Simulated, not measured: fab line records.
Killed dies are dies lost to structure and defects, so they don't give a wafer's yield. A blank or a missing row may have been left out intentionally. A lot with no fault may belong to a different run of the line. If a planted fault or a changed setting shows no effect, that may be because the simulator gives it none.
Struck lot and sound lot, side by side ; flow n5_finfet ; 15 out of 1938 route steps
Sound: the wafers L509.1, L509.2, L509.5. Wafers L507.2, L507.4, L507.6 were the ones struck. The cause is named last.
At each step with rows: each side's tool, then ch and its chambers, then its first start. Under that, the readings that differ: sound wafers ; struck wafers ; difference of the means ; sigmas: that difference in standard deviations of wafers without a fault.
alike: words and numbers the same on both sides, and readings whose means are apart by under 2 such deviations; not compared: readings that were withheld, readings missing a value for some wafer, numbers with overlapping values and no deviation given by the record, and bounds like >300 which may hide the same value.
The two part at a step that has a row with sigmas, a row that says differs or no value, or rows on one side only. Numbers that have no deviation but don't overlap get no sigmas and don't part them. A reading that every wafer of one side lacks parts them only if that side has two wafers or more.

first, 7 steps without rows for these wafers: N5_MIM_TOP_LITHO_COAT_02; N5_MIM_TOP_LITHO_EBR_04; N5_MIM_TOP_LITHO_SOFTBAKE_03 (time 90 s); N5_MIM_TOP_LITHO_EXPOSE_05 (exposes mask MIM TOP, target cd 2000 nm); N5_MIM_TOP_LITHO_PEB_06; N5_MIM_TOP_LITHO_DEVELOP_07 (develop time 60 s); N5_MIM_TOP_LITHO_HARDBAKE_09 (time 120 s).
N5_MIM_TOP_LITHO_CD_MEAS_08 targets a cd of 2000 nm.
  sound on cd_sem-03 ch 0, day 17 02:45; struck on cd_sem-01 ch 0, day 16 09:10
  alike: cd_nm
N5_MIM_TOP_LITHO_OVL_MEAS_11:
  sound on overlay-01 ch 0, day 17 02:47; struck on overlay-02 ch 0, day 16 09:11
  alike: MIM_TOP_OVL
N5_MIM_TOP_LITHO_INSPECT_12: inspects for defects (macro).
  sound on defect_inspect-01 at day 17 02:48; struck on defect_inspect-02 at day 16 09:13
  alike: raw_defect_count
N5_MIM_TOP_LITHO_DESCUM_10: chemistry O2, time 7.9 s.
  sound on rie_diel-04 ch 0,1, day 17 02:50; struck on rie_diel-01 ch 1,2,3, day 16 09:15
  alike: drypump_motor_current_A, oes_product_au, rf_fwd_power_W, rf_vpp_V, showerhead_plenum_p_Torr, throttle_valve_pct
  not compared: rf_hours_counter_h
N5_MIM_TOP_ETCH_ETCH_00: etches TiN in Cl2/BCl3, target depth 38.5 nm.
  sound on rie_metal-02 ch 0,1, day 17 02:55; struck on rie_metal-03 ch 0, day 16 09:20
reading;sound;struck;difference;sigmas
throttle_valve_pct (%);23.05 22.55 23.05;22.47 22.46 22.46;-0.42;-2
  alike: drypump_motor_current_A, he_backside_leak_sccm, oes_product_au, rf_fwd_power_W
  not compared: rf_hours_counter_h
N5_MIM_TOP_ETCH_STRIP_01: strips in O2.
  sound on rie_diel-02 ch 0,2, day 17 03:04; struck on rie_diel-03 ch 1,2, day 16 09:29
reading;sound;struck;difference;sigmas
temp_c (C);60.12 60.27 60.04;57.60 57.50 57.59;-2.58;-20
  alike: drypump_motor_current_A, oes_product_au, rf_vpp_V, showerhead_plenum_p_Torr, throttle_valve_pct
  not compared: rf_hours_counter_h
N5_MIM_TOP_ETCH_PECVD_03: deposits SiNx from SiH4/NH3/N2, target thk 20 nm, time 17.6 s.
  sound on pecvd-03 ch 1,2, day 17 03:08; struck on pecvd-03 ch 0,1,2, day 16 09:32
  alike: heater_power_w, rf_fwd_power_W, showerhead_plenum_p_Torr, throttle_valve_pct
  not compared: since_wet_clean_h
N5_PASSIVATION_PROBE_49:
  sound on prober-01 at day 17 15:34; struck on prober-02 at day 16 18:31
  alike: defect_limited_yield, killed_at_M0_to_M3, killed_at_M4_up, killed_at_contacts, killed_at_front_end, killed_at_other, killed_dies, killed_open, killed_short, sort_bin_5_function, sort_bin_6_memory, sort_n_pass, sort_yield_pct

## WHERE THEY PART
First at N5_MIM_TOP_ETCH_ETCH_00; last, within this record, at N5_MIM_TOP_ETCH_STRIP_01. Later steps at which nothing parts them and some readings are alike: N5_MIM_TOP_ETCH_PECVD_03, N5_PASSIVATION_PROBE_49.

WHY: whatever the simulator had introduced
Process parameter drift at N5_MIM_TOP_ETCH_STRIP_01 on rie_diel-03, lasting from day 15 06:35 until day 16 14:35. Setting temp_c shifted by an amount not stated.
